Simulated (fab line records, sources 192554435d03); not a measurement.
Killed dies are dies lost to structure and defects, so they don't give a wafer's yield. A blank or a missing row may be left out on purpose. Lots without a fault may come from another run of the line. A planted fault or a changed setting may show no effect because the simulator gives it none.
Chamber matching | flow n5_finfet | N5_BEOL_M13_VIA_ETCH_16 on rie_diel-05: 4 sister chambers
The step etches SiOC in C4F8/O2/Ar, target depth 921.7 nm. 8 wafers are shown with their chamber, then 10 later ones without.

WAFERS WITH THEIR CHAMBER
wafer  | chamber | throttle_valve_pct (%) | showerhead_plenum_p_Torr (Torr)
L079.5 | 0       | 23.9                   | 3.56
L082.4 | 0       | 23.9                   | 3.56
L087.3 | 2       | 24.1                   | 3.39
L088.1 | 2       | 24.1                   | 3.39
L088.5 | 1       | 24.5                   | 3.26
L088.6 | 3       | 24.7                   | 3.44
L093.1 | 3       | 24.8                   | 3.43
L093.2 | 1       | 24.5                   | 3.26

WAFERS WITHOUT THEIR CHAMBER
wafer  | throttle_valve_pct (%) | showerhead_plenum_p_Torr (Torr)
L093.3 | 24.1                   | 3.38
L093.4 | 24.8                   | 3.43
L093.5 | 24.5                   | 3.26
L093.6 | 24.1                   | 3.38
L095.4 | 24.1                   | 3.38
L095.5 | 24.8                   | 3.43
L095.6 | 24.0                   | 3.55
L094.2 | 24.1                   | 3.38
L094.3 | 24.5                   | 3.26
L094.5 | 23.9                   | 3.55

WHICH CHAMBER EACH WENT THROUGH
wafer  | from the rows above | in truth
L093.3 | 2                   | 2
L093.4 | 3                   | 3
L093.5 | 1                   | 1
L093.6 | 2                   | 2
L095.4 | 2                   | 2
L095.5 | 3                   | 3
L095.6 | 0                   | 0
L094.2 | 2                   | 2
L094.3 | 1                   | 1
L094.5 | 0                   | 0
Placed correctly: 10 of 10. Can't be placed from these rows: 0. Placed wrongly: 0.
How it was worked out, from the rows above alone: a wafer's distance from a chamber is the root of the sum, over the readings, of the square of ((its reading less the chamber's mean) divided by the reading's scatter). The wafer belongs to the nearest chamber; if the next one is less than 2 further off, it can't be placed. A chamber's mean is the mean of its shown wafers. The scatter: the root of (the sum of the squares of (reading less its chamber's mean) over the shown wafers, divided by (wafers less chambers)).
